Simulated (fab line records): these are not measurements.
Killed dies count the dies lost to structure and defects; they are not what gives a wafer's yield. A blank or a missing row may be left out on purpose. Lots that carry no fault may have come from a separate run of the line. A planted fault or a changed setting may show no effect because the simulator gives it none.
fab line records -- flow n5_finfet
record lots=6, wafers=18, last_day=19
route steps=1938 shown BEOL_M15@1821 PASS1_DEP@1831 MIM_BOT@1832 MIM_TOP@1834 PASSIVATION@1936
lots that met no fault: from a run of the same line without faults
start_h: start of the lot's first displayed wafer, in hours after the record's first day -- wait_h: hours since the lot's step before -- " as in the row above -- L1.1+2: a row that stands for several wafers -- - no value, or no start was given -- * or withheld: withheld -- < > ~ a bound
route shown NAME@n: NAME is a module with steps in the file, n the number in the route of the first one -- usual: the fault-free wafers' mean and standard deviation -- same: alike in all rows -- chamber/n: place in a boat -- sites: the reading at each site -- _std_site: their standard deviation -- _edge_site: the outer-site mean with the inner-site mean subtracted -- radius_mm: for every site, how far away it sits from the centre of the wafer -- mask NAME#n: copy n -- behind: the last tool/chamber to shape the wafer -- hold: reason for holding the lot/hours on hold/outcome of the hold -- device: the n, p or np transistor that did not switch -- end of line: at the end of the route, the tests of the same wafers -- step lacking rows: just its recipe -- killed: not the wafer's yield, but the dies lost to structure and defects at the first sort -- map: per-die view of a wafer (x killed, . not killed, _ where there is no die)
set.NAME: setting as actually run; set.NAME@STEP: the setting as run at that earlier step -- model.NAME: the simulator's own value behind a step, which no gauge read
lots at selected steps of the route; one table per step, one row per wafer
services: when a tool's chamber went out of use (start_h, in hours from the record's first day, below 0 if earlier), for how many hours, and the reason
## steps
# step N5_BEOL_M15_SPUTTER_45
# recipe material=Cu, target_thk_a=1000, temp_c=-20, bias_v=60, power_w=26000, chamber_pressure_pa=0.13, time_s=16.67
# usual bias_v=60.0/0.52, chamber_pressure_pa=0.13/0.00027, throttle_valve_pct=30.3/1.2
lot.wafer,tool,chamber,start_h,wait_h,bias_v,chamber_pressure_pa,throttle_valve_pct
L789.2,pvd_sputter-03,-,303.92,0.0,59.8,0.13016,30.9
L789.4,pvd_sputter-03,-,303.92,0.0,59.6,0.12967,29.2
L789.6,pvd_sputter-03,-,303.92,0.0,60.2,0.12984,30.2
L792.2,pvd_sputter-03,-,329.79,0.0,60.3,0.1297,31.0
L792.4,pvd_sputter-03,-,329.79,0.0,59.4,0.13045,29.5
L792.5,pvd_sputter-03,-,329.79,0.0,59.2,0.12995,30.2
L794.2,pvd_sputter-01,-,346.19,0.0,60.9,0.12996,30.7
L794.3,pvd_sputter-01,-,346.19,0.0,60.6,0.12987,31.6
L794.6,pvd_sputter-01,-,346.19,0.0,59.9,0.13004,31.5
L796.2,pvd_sputter-03,-,372.27,0.0,60.5,0.13011,31.2
L796.3,pvd_sputter-03,-,372.27,0.0,59.3,0.12969,29.1
L796.6,pvd_sputter-03,-,372.27,0.0,59.9,0.13016,28.9
L800.2,pvd_sputter-01,-,386.24,0.0,60.1,0.12983,33.0
L800.5,pvd_sputter-01,-,386.24,0.0,59.9,0.13014,33.1
L800.6,pvd_sputter-01,-,386.24,0.0,59.9,0.13008,29.7
L808.2,pvd_sputter-03,-,449.62,0.0,59.0,0.13012,30.2
L808.4,pvd_sputter-03,-,449.62,0.0,60.6,0.13052,31.0
L808.6,pvd_sputter-03,-,449.62,0.0,59.3,0.12957,29.0
# step N5_BEOL_M15_ECD_47
# recipe material=Cu, target_thk_a=18600
# step N5_BEOL_M15_ANNEAL_48
# recipe temp_c=225, time_s=90, ambient=N2
# usual wafer_temp_C_max=226.19/0.3
lot.wafer,tool,chamber,start_h,wait_h,wafer_temp_C_max
L789.2,rtp_anneal-02,0,305.01,0.9,226.51
L789.4,rtp_anneal-02,0,305.01,0.9,226.03
L789.6,rtp_anneal-02,0,305.01,0.9,226.18
L792.2,rtp_anneal-01,0,330.19,0.2,225.82
L792.4,rtp_anneal-01,0,330.19,0.2,226.10
L792.5,rtp_anneal-01,0,330.19,0.2,226.47
L794.2,rtp_anneal-02,0,346.62,0.2,226.16
L794.3,rtp_anneal-02,0,346.62,0.2,226.35
L794.6,rtp_anneal-02,0,346.62,0.2,226.09
L796.2,rtp_anneal-01,0,373.40,0.9,226.26
L796.3,rtp_anneal-01,0,373.40,0.9,225.98
L796.6,rtp_anneal-01,0,373.40,0.9,226.08
L800.2,rtp_anneal-01,0,386.65,0.2,225.76
L800.5,rtp_anneal-01,0,386.65,0.2,225.67
L800.6,rtp_anneal-01,0,386.65,0.2,225.84
L808.2,rtp_anneal-01,0,450.02,0.2,225.61
L808.4,rtp_anneal-01,0,450.02,0.2,225.94
L808.6,rtp_anneal-01,0,450.02,0.2,226.36
# step N5_BEOL_M15_CMP_49
# recipe stop_on=SiO2, t_overpolish_s=4.9, down_force_psi=2, platen_rpm=80, clearing_platen_down_force_psi=2, clearing_platen_rpm=80, post_cmp_clean=cu_alkaline, target_thk_nm=850, clearing_platen_pad_velocity_m_s=1.5917, pad_velocity_m_s=1.5917
# usual barrier_field_endpoint_s=11.35/0.27, motor_current_A=7.8/0.54, overpolish_run_s=4.900/0.0096, retaining_ring_pressure_frac=1.000/0.0054
lot.wafer,tool,chamber,start_h,wait_h,barrier_field_endpoint_s,motor_current_A,overpolish_run_s,retaining_ring_pressure_frac
L789.4,cmp-04,1,305.34,0.2,11.23,7.3,4.880,0.996
L789.2,cmp-04,2,305.34,0.2,11.08,6.6,4.891,0.996
L789.6,cmp-04,3,305.34,0.2,11.26,8.6,4.904,1.010
L792.2,cmp-01,0,330.44,0.2,11.52,7.7,4.910,1.005
L792.4,cmp-01,1,330.44,0.2,11.44,7.8,4.896,1.006
L792.5,cmp-01,1,330.44,0.2,11.37,7.3,4.898,1.005
L794.3,cmp-04,3,346.87,0.2,11.60,8.6,4.900,0.995
L794.2,cmp-04,0,346.87,0.2,11.40,8.0,4.907,1.013
L794.6,cmp-04,3,346.87,0.2,11.43,8.4,4.903,0.998
L796.3,cmp-04,2,373.70,0.2,11.69,7.3,4.912,0.997
L796.2,cmp-04,0,373.70,0.2,11.01,7.6,4.909,1.003
L796.6,cmp-04,1,373.70,0.2,11.49,7.5,4.886,1.007
L800.2,cmp-04,1,386.94,0.2,11.45,7.5,4.882,0.992
L800.6,cmp-04,0,386.94,0.2,11.40,7.6,4.898,0.998
L800.5,cmp-04,1,386.94,0.2,11.36,7.5,4.899,0.998
L808.4,cmp-02,1,450.33,0.2,12.08,8.0,4.891,1.003
L808.2,cmp-02,0,450.33,0.2,11.71,7.8,4.907,0.995
L808.6,cmp-02,2,450.33,0.2,11.32,7.6,4.892,1.002
# step N5_BEOL_M15_THK_MEAS_50
# recipe thk_meas_gauge=xrf, reads=Cu_of_BEOL_M15_ECD_47
# usual M15_THK=858/19
lot.wafer,tool,chamber,start_h,wait_h,M15_THK[nm]
L789.2,film_metro-02,-,305.56,-,813
L789.4,film_metro-02,-,305.56,-,858
L789.6,film_metro-02,-,305.56,-,810
L792.2,film_metro-01,-,330.74,-,897
L792.4,film_metro-01,-,330.74,-,846
L792.5,film_metro-01,-,330.74,-,849
L794.2,film_metro-02,-,347.16,-,857
L794.3,film_metro-02,-,347.16,-,874
L794.6,film_metro-02,-,347.16,-,830
L796.2,film_metro-01,-,373.96,-,832
L796.3,film_metro-01,-,373.96,-,866
L796.6,film_metro-01,-,373.96,-,837
L800.2,film_metro-02,-,387.19,-,865
L800.5,film_metro-02,-,387.19,-,872
L800.6,film_metro-02,-,387.19,-,868
L808.2,film_metro-02,-,450.62,-,856
L808.4,film_metro-02,-,450.62,-,873
L808.6,film_metro-02,-,450.62,-,865
# step N5_BEOL_M15_PRE_CLEAN_52
# recipe gas=NH3, time_s=15, temp_c=withheld, rf_power_w=300
# step N5_BEOL_M15_DEP_53
# recipe material=SiCN, target_thk_a=500, temp_c=withheld, precursor=3MS/NH3, pressure_torr=3, rf_w=675, time_s=17.8
# step N5_BEOL_M15_RS_MEAS_54
# recipe thk_meas_gauge=four-point-probe, reads=Cu_of_BEOL_M15_ECD_47+Ta_of_BEOL_M15_SPUTTER_44+TaN_of_BEOL_M15_SPUTTER_43
# usual M15_RS=0.0217/0.00043
lot.wafer,tool,chamber,start_h,wait_h,M15_RS[ohm/sq]
L789.2,film_metro-01,-,305.69,0.1,0.0227
L789.4,film_metro-01,-,305.69,0.1,0.0216
L789.6,film_metro-01,-,305.69,0.1,0.0227
L792.2,film_metro-02,-,330.87,0.1,0.0207
L792.4,film_metro-02,-,330.87,0.1,0.0219
L792.5,film_metro-02,-,330.87,0.1,0.0219
L794.2,film_metro-01,-,347.29,0.1,0.0215
L794.3,film_metro-01,-,347.29,0.1,0.0212
L794.6,film_metro-01,-,347.29,0.1,0.0222
L796.2,film_metro-02,-,374.09,0.1,0.0224
L796.3,film_metro-02,-,374.09,0.1,0.0215
L796.6,film_metro-02,-,374.09,0.1,0.0224
L800.2,film_metro-01,-,387.35,0.1,0.0215
L800.5,film_metro-01,-,387.35,0.1,0.0216
L800.6,film_metro-01,-,387.35,0.1,0.0215
L808.2,film_metro-01,-,450.75,0.1,0.0218
L808.4,film_metro-01,-,450.75,0.1,0.0214
L808.6,film_metro-01,-,450.75,0.1,0.0216
# step N5_BEOL_M15_INSPECT_55
# recipe inspect_instrument=darkfield, mode=post_dep
# usual raw_defect_count=73/25
lot.wafer,tool,chamber,start_h,wait_h,raw_defect_count
L789.2,defect_inspect-02,-,305.71,0.0,52
L789.4,defect_inspect-02,-,305.71,0.0,50
L789.6,defect_inspect-02,-,305.71,0.0,102
L792.2,defect_inspect-01,-,330.90,0.0,106
L792.4,defect_inspect-01,-,330.90,0.0,67
L792.5,defect_inspect-01,-,330.90,0.0,90
L794.2,defect_inspect-02,-,347.32,0.0,99
L794.3,defect_inspect-02,-,347.32,0.0,125
L794.6,defect_inspect-02,-,347.32,0.0,54
L796.2,defect_inspect-01,-,374.12,0.0,39
L796.3,defect_inspect-01,-,374.12,0.0,53
L796.6,defect_inspect-01,-,374.12,0.0,48
L800.2,defect_inspect-02,-,387.38,0.0,90
L800.5,defect_inspect-02,-,387.38,0.0,153
L800.6,defect_inspect-02,-,387.38,0.0,117
L808.2,defect_inspect-01,-,450.78,0.0,99
L808.4,defect_inspect-01,-,450.78,0.0,68
L808.6,defect_inspect-01,-,450.78,0.0,104
# step N5_BEOL_M15_RC_MEAS_101
# usual COMB_M10=1.5e-11/3.3e-12, COMB_M11=1.54e-11/2.5e-12, COMB_M12=6.7e-12/1.2e-12, COMB_M13=5.5e-12/1e-12, COMB_M14=4.3e-12/9.1e-13, COMB_M15=3.2e-12/5.7e-13, COMB_M5=3.6e-11/7.6e-12, COMB_M6=2.6e-11/5.1e-12, COMB_M7=2.5e-11/4.4e-12, COMB_M8=2.5e-11/5.3e-12, COMB_M8_max_site=3.6e-11/8.6e-12, COMB_M9=1.55e-11/2.8e-12, SERP_M10=3.05/0.084, SERP_M11=3.10/0.089, SERP_M12=0.634/0.018, SERP_M13=0.311/0.0068, SERP_M14=0.160/0.0047, SERP_M14_max_site=0.161/0.0048, SERP_M5=39.0/1.5, SERP_M6=13.5/0.58, SERP_M7=13.9/0.62, SERP_M8=13.5/0.5, SERP_M8_max_site=14.1/0.59, SERP_M9=3.04/0.091
lot.wafer,tool,chamber,start_h,wait_h,COMB_M10[S/m],COMB_M11[S/m],COMB_M12[S/m],COMB_M13[S/m],COMB_M14[S/m],COMB_M15[S/m],COMB_M5[S/m],COMB_M6[S/m],COMB_M7[S/m],COMB_M8[S/m],COMB_M8_max_site[S/m],COMB_M9[S/m],SERP_M10[ohm/um],SERP_M11[ohm/um],SERP_M12[ohm/um],SERP_M13[ohm/um],SERP_M14[ohm/um],SERP_M14_max_site[ohm/um],SERP_M5[ohm/um],SERP_M6[ohm/um],SERP_M7[ohm/um],SERP_M8[ohm/um],SERP_M8_max_site[ohm/um],SERP_M9[ohm/um]
L789.2,prober-01,0,305.89,0.2,1.6e-11,1.35e-11,5.9e-12,6.7e-12,4.9e-12,2.6e-12,3.4e-11,2.4e-11,2.6e-11,1.6e-11,3.1e-11,1.34e-11,2.87,3.08,0.647,0.311,0.171,0.174,39.6,13.0,14.6,14.0,14.5,3.10
L789.4,prober-01,0,305.89,0.2,1.8e-11,1.12e-11,6.3e-12,6.9e-12,4.5e-12,2.8e-12,3.3e-11,2.3e-11,2.4e-11,2.5e-11,3.6e-11,1.41e-11,3.02,3.12,0.651,0.314,0.159,0.162,39.6,14.2,14.4,13.1,13.7,3.05
L789.6,prober-01,0,305.89,0.2,1.1e-11,1.29e-11,5.8e-12,6e-12,4.6e-12,2.9e-12,3.2e-11,3.3e-11,2e-11,2.4e-11,3.4e-11,1.62e-11,3.03,3.11,0.640,0.303,0.160,0.163,38.9,14.1,13.6,12.8,13.2,3.10
L792.2,prober-01,0,331.08,0.2,1.8e-11,1.58e-11,5.6e-12,4.6e-12,5e-12,3e-12,3.5e-11,2.8e-11,3.1e-11,2.5e-11,3.3e-11,1.69e-11,3.04,2.96,0.664,0.316,0.161,0.163,37.5,13.5,13.7,13.8,14.0,3.16
L792.4,prober-01,0,331.08,0.2,1.8e-11,1.55e-11,7.6e-12,4.9e-12,3.8e-12,3.3e-12,3.3e-11,2.1e-11,2.6e-11,2.8e-11,4.1e-11,1.92e-11,3.19,3.08,0.624,0.305,0.158,0.160,38.7,14.7,13.5,13.9,15.1,3.07
L792.5,prober-01,0,331.08,0.2,1.4e-11,1.5e-11,5.6e-12,6e-12,5.1e-12,4.4e-12,3.6e-11,1.8e-11,4.2e-11,2e-11,2.8e-11,1.73e-11,3.10,2.95,0.666,0.321,0.156,0.159,39.1,13.3,13.6,13.3,14.2,2.99
L794.2,prober-02,0,347.50,0.2,1.7e-11,1.66e-11,6.3e-12,6.2e-12,6.5e-12,2.4e-12,2.9e-11,2.4e-11,2.9e-11,3.3e-11,5.6e-11,1.57e-11,2.91,3.09,0.626,0.314,0.168,0.169,38.8,13.4,14.2,13.3,14.4,2.92
L794.3,prober-02,0,347.50,0.2,2.1e-11,1.92e-11,6.7e-12,6e-12,4.3e-12,2.7e-12,2.8e-11,2.8e-11,2.8e-11,2.1e-11,2.7e-11,1.36e-11,3.05,3.14,0.617,0.314,0.170,0.171,40.0,13.5,14.1,13.3,13.6,3.06
L794.6,prober-02,0,347.50,0.2,1.8e-11,1.47e-11,6.5e-12,4.1e-12,3.8e-12,3e-12,2.9e-11,2.4e-11,3e-11,2.8e-11,3.5e-11,1.76e-11,3.00,3.14,0.617,0.314,0.170,0.173,39.8,13.8,13.2,14.2,14.7,3.02
L796.2,prober-01,0,374.30,0.2,1.6e-11,1.64e-11,5.5e-12,6.1e-12,5e-12,3.8e-12,2.8e-11,2.9e-11,2.7e-11,1.5e-11,2.1e-11,1.79e-11,3.00,3.02,0.651,0.306,0.159,0.160,37.9,13.2,14.9,13.3,14.4,3.12
L796.3,prober-01,0,374.30,0.2,1.6e-11,1.84e-11,5.1e-12,7.1e-12,4e-12,5e-12,3.8e-11,2.7e-11,2.8e-11,2.2e-11,3.4e-11,1.4e-11,3.07,3.03,0.621,0.324,0.162,0.163,39.1,14.2,13.8,14.1,14.4,3.02
L796.6,prober-01,0,374.30,0.2,9e-12,1.46e-11,6.3e-12,5.3e-12,3.8e-12,3.8e-12,3.2e-11,2.8e-11,2.5e-11,2.1e-11,2.7e-11,1.42e-11,3.07,3.07,0.634,0.317,0.161,0.162,36.4,14.3,15.6,13.1,13.7,3.05
L800.2,prober-01,0,387.56,0.2,1.6e-11,1.47e-11,7.3e-12,5.1e-12,3.5e-12,3.5e-12,3.7e-11,2.3e-11,2.5e-11,3.2e-11,4.3e-11,1.1e-11,2.94,3.01,0.613,0.316,0.159,0.161,37.0,13.4,14.5,13.2,13.9,3.14
L800.5,prober-01,0,387.56,0.2,1.8e-11,1.67e-11,7e-12,6e-12,4.4e-12,4.1e-12,3.3e-11,2.4e-11,2.1e-11,2.6e-11,4.4e-11,1.46e-11,3.19,3.07,0.648,0.319,0.160,0.162,37.3,13.4,13.4,14.2,14.8,3.01
L800.6,prober-01,0,387.56,0.2,1.7e-11,1.82e-11,7e-12,5.5e-12,3.8e-12,3.3e-12,4.5e-11,2.7e-11,3.1e-11,3.4e-11,6.8e-11,1.71e-11,3.12,3.03,0.619,0.306,0.161,0.162,35.8,12.8,13.8,13.6,14.4,2.88
L808.2,prober-01,0,450.96,0.2,1.8e-11,1.52e-11,7e-12,5.8e-12,4.3e-12,2.6e-12,4.9e-11,2.6e-11,2.9e-11,2.7e-11,3.3e-11,1.29e-11,3.03,3.08,0.628,0.307,0.166,0.167,40.1,12.7,13.9,13.6,14.6,3.13
L808.4,prober-01,0,450.96,0.2,1.6e-11,1.76e-11,8.3e-12,7.7e-12,4.9e-12,3.2e-12,3.4e-11,2.1e-11,2.9e-11,2.7e-11,3.4e-11,1.5e-11,2.96,3.19,0.648,0.305,0.158,0.161,38.3,13.3,14.3,14.2,14.7,2.98
L808.6,prober-01,0,450.96,0.2,2.2e-11,1.66e-11,6.6e-12,5.2e-12,4.1e-12,3.4e-12,3.3e-11,2.5e-11,2.4e-11,1.9e-11,2.5e-11,1.72e-11,3.05,3.00,0.636,0.305,0.158,0.159,37.8,12.4,14.7,14.7,15.5,3.17
# step N5_PASSIVATION_PECVD_00
# recipe material=SiO2, target_thk_a=2000, temp_c=400, precursor=SiH4/N2O, pressure_torr=2.7, rf_w=608, time_s=11.2
# step N5_MIM_BOT_DEGAS_01
# recipe ambient=vacuum, temp_c=300, time_s=60
# usual heater_power_w=465/39
lot.wafer,tool,chamber,start_h,wait_h,heater_power_w
L789.2,pvd_sputter-02,-,307.42,0.7,514
L789.4,pvd_sputter-02,-,307.42,0.7,436
L789.6,pvd_sputter-02,-,307.42,0.7,436
L792.2,pvd_sputter-02,-,332.43,0.5,517
L792.4,pvd_sputter-02,-,332.43,0.5,535
L792.5,pvd_sputter-02,-,332.43,0.5,456
L794.2,pvd_sputter-02,-,349.89,1.6,513
L794.3,pvd_sputter-02,-,349.89,1.6,435
L794.6,pvd_sputter-02,-,349.89,1.6,499
L796.2,pvd_sputter-02,-,375.45,0.3,450
L796.3,pvd_sputter-02,-,375.45,0.3,496
L796.6,pvd_sputter-02,-,375.45,0.3,527
L800.2,pvd_sputter-02,-,390.57,2.2,540
L800.5,pvd_sputter-02,-,390.57,2.2,439
L800.6,pvd_sputter-02,-,390.57,2.2,496
L808.2,pvd_sputter-02,-,452.49,0.7,536
L808.4,pvd_sputter-02,-,452.49,0.7,499
L808.6,pvd_sputter-02,-,452.49,0.7,504
# step N5_MIM_BOT_SPUTTER_00
# recipe material=TiN, target_thk_a=350, temp_c=200, power_w=3000, chamber_pressure_pa=0.49996, gas=Ar, reactive_partial_pa=0.37997, time_s=89.7
# usual chamber_pressure_pa=0.5001/0.00097, throttle_valve_pct=30.1/1.2
lot.wafer,tool,chamber,start_h,wait_h,chamber_pressure_pa,throttle_valve_pct,model.TiN_of_MIM_BOT_SPUTTER_00.thk_nm
L789.2,pvd_sputter-02,-,307.46,0.0,0.4997,28.2,34.6
L789.4,pvd_sputter-02,-,307.46,0.0,0.5002,30.0,34.8
L789.6,pvd_sputter-02,-,307.46,0.0,0.4997,29.4,35.2
L792.2,pvd_sputter-02,-,332.47,0.0,0.4981,28.4,35.2
L792.4,pvd_sputter-02,-,332.47,0.0,0.5008,28.7,34.8
L792.5,pvd_sputter-02,-,332.47,0.0,0.4988,30.0,35.2
L794.2,pvd_sputter-02,-,349.93,0.0,0.5008,28.4,34.4
L794.3,pvd_sputter-02,-,349.93,0.0,0.5000,29.3,34.6
L794.6,pvd_sputter-02,-,349.93,0.0,0.4982,31.5,33.8
L796.2,pvd_sputter-02,-,375.49,0.0,0.6023,27.1,33.6
L796.3,pvd_sputter-02,-,375.49,0.0,0.6056,28.6,33
L796.6,pvd_sputter-02,-,375.49,0.0,0.6027,25.9,33.6
L800.2,pvd_sputter-02,-,390.61,0.0,0.6041,25.7,33.2
L800.5,pvd_sputter-02,-,390.61,0.0,0.6024,26.7,33.8
L800.6,pvd_sputter-02,-,390.61,0.0,0.6030,28.5,32.6
L808.2,pvd_sputter-02,-,452.53,0.0,0.4999,28.4,34.8
L808.4,pvd_sputter-02,-,452.53,0.0,0.4993,31.6,33.8
L808.6,pvd_sputter-02,-,452.53,0.0,0.4999,31.9,33.8
# step N5_MIM_TOP_ALD_00
# recipe material=Al2O3, target_thk_a=*, temp_c=withheld, ald_precursor_family=TMA, ald_co_reactant=O3, pulse_time_s=withheld, purge_time_s=3, co_reactant_purge_time_s=withheld, co_reactant_pulse_time_s=3, ald_cycles=withheld
# usual precursor_pulse_height_rel=1.002/0.021
lot.wafer,tool,chamber,start_h,wait_h,precursor_pulse_height_rel
L789.2,ald_hk-01,1,307.56,0.1,0.954
L789.4,ald_hk-01,0,307.56,0.1,0.995
L789.6,ald_hk-01,1,307.56,0.1,1.028
L792.2,ald_hk-01,2,332.57,0.1,1.025
L792.4,ald_hk-01,3,332.57,0.1,1.003
L792.5,ald_hk-01,3,332.57,0.1,1.022
L794.2,ald_hk-03,1,350.03,0.1,1.009
L794.3,ald_hk-03,0,350.03,0.1,0.997
L794.6,ald_hk-03,2,350.03,0.1,0.986
L796.2,ald_hk-03,2,375.59,0.1,0.982
L796.3,ald_hk-03,3,375.59,0.1,1.007
L796.6,ald_hk-03,0,375.59,0.1,1.021
L800.2,ald_hk-03,2,390.71,0.1,1.009
L800.5,ald_hk-03,0,390.71,0.1,1.009
L800.6,ald_hk-03,1,390.71,0.1,1.013
L808.2,ald_hk-03,2,452.63,0.1,0.968
L808.4,ald_hk-03,1,452.63,0.1,1.014
L808.6,ald_hk-03,2,452.63,0.1,0.973
# step N5_PASSIVATION_PROBE_49
# usual defect_limited_yield=91.0/1.5, killed_at_M0_to_M3=35/11, killed_at_M4_up=13/5, killed_at_contacts=12/5.9, killed_at_front_end=42/13, killed_at_other=3/3.2, killed_dies=106/18, killed_on_rim=14/4.2, killed_open=69/13, killed_short=35/8.9, sort_bin_5_function=5.2/0.95, sort_bin_6_memory=3.3/0.71, sort_bin_8_speed=0.00/0.016, sort_n_pass=1074/18, sort_yield_pct=91.0/1.5
# same gross_dies=1180, killed_at_back_side=0, sort_bin_4_leakage[%]=0
lot.wafer,tool,chamber,start_h,wait_h,defect_limited_yield[%],killed_at_M0_to_M3,killed_at_M4_up,killed_at_contacts,killed_at_front_end,killed_at_other,killed_dies,killed_on_rim,killed_open,killed_short,sort_bin_5_function[%],sort_bin_6_memory[%],sort_bin_8_speed[%],sort_n_pass,sort_yield_pct[%]
L794.2,prober-02,-,363.32,0.1,90.8,54,8,7,34,5,108,16,67,36,4.7,3.7,0,1072,90.8
L794.3,prober-02,-,363.37,0.1,89.7,65,17,5,30,4,121,18,72,48,6.0,3.5,0,1059,89.7
L794.6,prober-02,-,363.52,0.3,91.9,42,23,7,18,6,96,16,54,42,5.3,2.1,0,1084,91.9
L796.3,prober-02,-,390.70,0.1,89.0,40,9,5,75,1,130,16,96,33,6.4,4.0,0,1050,89.0
L800.2,prober-02,-,402.39,0.1,92.7,20,7,17,36,6,86,10,63,21,4.7,2.5,0,1094,92.7
L800.5,prober-02,-,402.54,0.2,91.9,26,13,10,41,5,95,9,66,29,5.3,2.5,0,1085,91.9
L800.6,prober-02,-,402.59,0.3,94.0,27,8,6,30,0,71,10,46,21,3.8,2.2,0,1109,94.0
L808.2,prober-02,-,465.13,0.1,92.8,27,6,13,38,1,85,9,53,31,3.8,3.1,0,1095,92.8
L808.4,prober-02,-,465.23,0.2,94.2,29,3,7,27,2,68,8,47,19,2.7,2.9,0,1112,94.2
L808.6,prober-02,-,465.33,0.3,93.1,44,3,12,23,0,82,16,54,25,3.4,2.9,0,1098,93.1
# killed by level:class
L794.2 BEOL_M0_SAQP:geometric_particle:open=13 BEOL_M0_SAQP:geometric_particle:short=11 BEOL_M2:geometric_particle:short=9 DUMMY_GATE:geometric_particle:open=8 BEOL_M2:geometric_particle:open=6 BEOL_M3:geometric_particle:open=6 MOL_CONTACT_COAG:geometric_particle:open=5 HKMG_FIN:area_etch=5
L794.3 BEOL_M0_SAQP:geometric_particle:short=16 BEOL_M3:geometric_particle:open=13 BEOL_M0_SAQP:geometric_particle:open=11 BEOL_M1:geometric_particle:open=10 GATE_CUT:geometric_particle:short=7 MOL_CONTACT_COAG:geometric_particle:open=5 ILD0:geometric_particle:open=5 BEOL_M1:geometric_particle:short=5
L794.6 BEOL_M0_SAQP:geometric_particle:short=12 BEOL_M2:geometric_particle:short=11 BEOL_M5:geometric_particle:open=9 MOL_CONTACT_COAG:geometric_particle:open=5 BEOL_M3:geometric_particle:open=5 FIN_SAQP:geometric_particle:open=4 BEOL_M0_SAQP:geometric_particle:open=4 BEOL_M6:geometric_particle:open=4
L796.3 STI_FIN_REVEAL:geometric_particle:open=27 BEOL_M2:geometric_particle:open=12 FIN_SAQP:geometric_particle:short=11 BEOL_M0_SAQP:geometric_particle:open=10 DUMMY_GATE:geometric_particle:open=8 GATE_CUT:geometric_particle:short=7 BEOL_M3:geometric_particle:open=6 GATE_CUT:geometric_particle:open=5
L800.2 MOL_CONTACT_COAG:geometric_particle:open=15 FIN_SAQP:geometric_particle:open=11 STI_FIN_REVEAL:geometric_particle:open=6 FIN_SAQP:geometric_particle:short=5 BEOL_M0:geometric_particle:open=5 BEOL_M2:geometric_particle:open=5 STARTING-WAFER:geometric_particle:open=5 BEOL_M3:geometric_particle:open=4
L800.5 FIN_SAQP:geometric_particle:open=12 BEOL_M4:geometric_particle:open=8 STI_FIN_REVEAL:geometric_particle:open=5 MOL_CONTACT_COAG:geometric_particle:short=5 MOL_CONTACT_COAG:geometric_particle:open=5 BEOL_M1:geometric_particle:open=5 BEOL_M2:geometric_particle:open=5 FIN_CUT:geometric_particle:short=4
L800.6 BEOL_M3:geometric_particle:open=12 STI_FIN_REVEAL:geometric_particle:open=8 BEOL_M0_SAQP:geometric_particle:open=6 FIN_SAQP:geometric_particle:open=4 MOL_CONTACT_COAG:geometric_particle:open=4 BEOL_M0_SAQP:geometric_particle:short=4 STARTING-WAFER:geometric_particle:short=3 FIN_SAQP:geometric_particle:short=2
L808.2 FIN_SAQP:geometric_particle:open=13 FIN_SAQP:geometric_particle:short=12 MOL_CONTACT_COAG:geometric_particle:open=11 BEOL_M1:geometric_particle:open=6 GATE_CUT:geometric_particle:short=4 BEOL_M0_SAQP:geometric_particle:open=4 BEOL_M0_SAQP:geometric_particle:short=4 BEOL_M3:geometric_particle:open=4
L808.4 FIN_SAQP:geometric_particle:open=12 MOL_CONTACT_COAG:geometric_particle:open=7 BEOL_M3:geometric_particle:open=5 FIN_SAQP:geometric_particle:short=4 BEOL_M0_SAQP:geometric_particle:open=4 BEOL_M1:geometric_particle:open=4 BEOL_M2:geometric_particle:open=4 BEOL_M0_SAQP:geometric_particle:short=3
L808.6 BEOL_M2:geometric_particle:open=12 MOL_CONTACT_COAG:geometric_particle:open=11 BEOL_M3:geometric_particle:open=7 BEOL_M0_SAQP:geometric_particle:short=6 FIN_SAQP:geometric_particle:short=5 BEOL_M0_SAQP:geometric_particle:open=5 BEOL_M0:geometric_particle:open=5 GATE_CUT:geometric_particle:short=4
## services
tool,chamber,start_h,hours,kind
cmp-04,-,330.66,0.8,repair
cmp-01,-,334.09,4.0,pm
cmp-01,-,338.09,-,consumable_replace:conditioner
cmp-01,-,338.09,-,consumable_replace:pad
cmp-04,-,358.70,1.1,repair
ald_hk-01,-,363.90,0.9,repair
cmp-02,-,371.86,1.0,repair
ald_hk-03,-,410.52,6.0,pm
cmp-01,-,412.50,1.8,repair
cmp-04,-,418.41,1.2,repair
cmp-02,-,421.64,0.5,repair
cmp-01,-,423.86,6.1,pm
cmp-04,-,436.41,1.7,repair
cmp-04,-,446.92,17.9,pm
cmp-01,-,447.43,0.5,repair
## key
first_sign step=N5_MIM_BOT_SPUTTER_00, reading=chamber_pressure_pa, direction=up, sigmas=99+, usual=0.5001, struck=0.6034
effect step=N5_MIM_BOT_SPUTTER_00, reading=throttle_valve_pct, direction=down, sigmas=2.4, usual=*, struck=*
model_effect step=N5_MIM_BOT_SPUTTER_00, value=TiN_of_MIM_BOT_SPUTTER_00.thk_nm, without=34.5, struck=33.3
met_at N5_MIM_BOT_SPUTTER_00
struck_wafers L796.2,L796.3,L796.6,L800.2,L800.5,L800.6
onset_between 349.93 375.49
fault kind=process_parameter_drift, tool=pvd_sputter-02, chamber=-, onset_h=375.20, steps=N5_MIM_BOT_SPUTTER_00, channel=chamber_pressure_pa, offset=0.10296, shape=step, end_h=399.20, acts_in=these_recipes_only, stated=0.49996
